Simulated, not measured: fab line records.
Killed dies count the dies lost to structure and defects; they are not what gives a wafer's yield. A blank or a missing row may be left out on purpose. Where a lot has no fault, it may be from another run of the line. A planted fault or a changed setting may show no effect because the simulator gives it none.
Struck lot and sound lot, side by side / flow nand harc / 15 steps out of a route of 1302
Sound: wafers L506.1, L506.2, L506.3. Struck: wafer L495.1 (left out: L495.4, a lot-mate that was not struck); the cause follows at the end.
Order at every step that has rows: each side's tool, ch and its chambers, its first start. Under that, the readings that differ: sound wafers / struck wafers / difference of the means / sigmas: that difference in standard deviations of wafers without a fault.
alike: readings with means less than 2 such deviations apart, plus words and numbers identical on both sides. not compared: withheld readings, readings lacking a value on some wafer, bounds such as >300 that could conceal the same value, and numbers that have no deviation in the record and whose values overlap.
The two part at a step that has a row with sigmas, a row that says differs or no value, or rows on one side only. Numbers that don't overlap but have no deviation are shown without sigmas and don't part them. A reading missing from all wafers of one side parts the sides only when that side holds two or more wafers.

NHARC_A_CHANNEL_HOLE_D2_CD_MEAS_31:
  sound on cd sem-01 at day 21 12:36; struck on cd sem-02 at day 17 06:39
  alike: cd nm
NHARC_A_CHANNEL_HOLE_D2_XSEM_32:
  sound on xsem-01 ch 0, day 21 12:41; struck on xsem-01 ch 0, day 17 06:44
  alike: bot cd nm, bow nm, tilt deg
NHARC_A_CHANNEL_HOLE_D2_INSPECT_40:
  sound on defect inspect-02 at day 21 12:47; struck on defect inspect-02 at day 17 06:50
  alike: raw defect count
then, 2 steps without rows for these wafers: NHARC_A_CHANNEL_FILL_D2_PRECLEAN_00 (cleans in SC1); NHARC_A_CHANNEL_FILL_D2_SRD_01.
NHARC_A_CHANNEL_FILL_D2_ALD_02: deposits SiO2, target thk 6 nm, pulse time 10 s, ald cycles 60.
  sound on ald hk-02 ch 0,1,2, day 21 12:58; struck on ald hk-01 ch 0, day 17 07:02
  alike: heater power w, precursor pulse height rel
then, 1 step without rows for these wafers: NHARC_A_CHANNEL_FILL_D2_ALD_03 (deposits SiNx, target thk 6 nm, pulse time 60 s, ald cycles 58).
NHARC_A_CHANNEL_FILL_D2_ALD_14: deposits SiO2, target thk 2.5 nm, pulse time 10 s, ald cycles 25.
  sound on ald hk-02 ch 1,2,3, day 21 19:56; struck on ald hk-01 ch 3, day 17 14:02
  alike: heater power w, precursor pulse height rel
NHARC_A_CHANNEL_FILL_D2_ALD_15: deposits SiNx, target thk 2 nm, pulse time 60 s, ald cycles 19.
  sound on ald sin batch-02 ch 0; struck on ald sin batch-01 ch 0
  alike: precursor pulse height rel
NHARC_A_CHANNEL_FILL_D2_ALD_16: deposits SiO2, target thk 1.5 nm, pulse time 10 s, ald cycles 15.
  sound on ald hk-02 ch 0,1,2, day 22 01:56; struck on ald hk-01 ch 3, day 17 19:11
  alike: heater power w, precursor pulse height rel
then, 2 steps without rows for these wafers: NHARC_A_CHANNEL_FILL_D2_ANNEAL_17 (time 1800 s); NHARC_A_CHANNEL_FILL_D2_CVD_18 (deposits poly-Si, target thk 3 nm).
NHARC_A_CHANNEL_FILL_D2_ETCHBACK_19: etches the open film in HBr/Cl2, target depth 5 nm, time 1.7 s.
  sound on rie si-02 ch 1,2,3, day 22 13:44; struck on rie si-02 ch 0, day 18 07:08
reading=oes product au (a.u.); sound=1.003 0.998 0.999; struck=0.787; difference=-0.213; sigmas=-26
reading=rf hours counter h (h); sound=0.42 0.43 0.45; struck=0.74; difference=+0.31; sigmas=
  alike: drypump motor current A, throttle valve pct
then, 1 step without rows for these wafers: NHARC_A_CHANNEL_FILL_D2_ETCHBACK_20 (etches the open film in C4F8/O2/Ar, target depth 27 nm, time 13.5 s).
-- the record jumps here: 10 days lie between the struck wafers' starts before and after (it left off in module A_CHANNEL_FILL_D2 and takes up again in module END, whose first step shown is number 1302 of the route) --
NHARC_END_SORT_01:
  sound on prober-01 ch 0, day 32 07:31; struck on prober-02 ch 0, day 28 05:15
  alike: killed at array, killed at other, killed at periphery, killed dies, killed open, killed short

WHERE THEY PART
Within this record, at NHARC_A_CHANNEL_FILL_D2_ETCHBACK_19 only. Later steps at which nothing parts them and some readings are alike: NHARC_END_SORT_01.

WHY: whatever the simulator had introduced
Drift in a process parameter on rie si-02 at NHARC_A_CHANNEL_FILL_D2_ETCHBACK_19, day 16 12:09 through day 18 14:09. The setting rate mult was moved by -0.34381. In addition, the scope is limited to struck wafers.
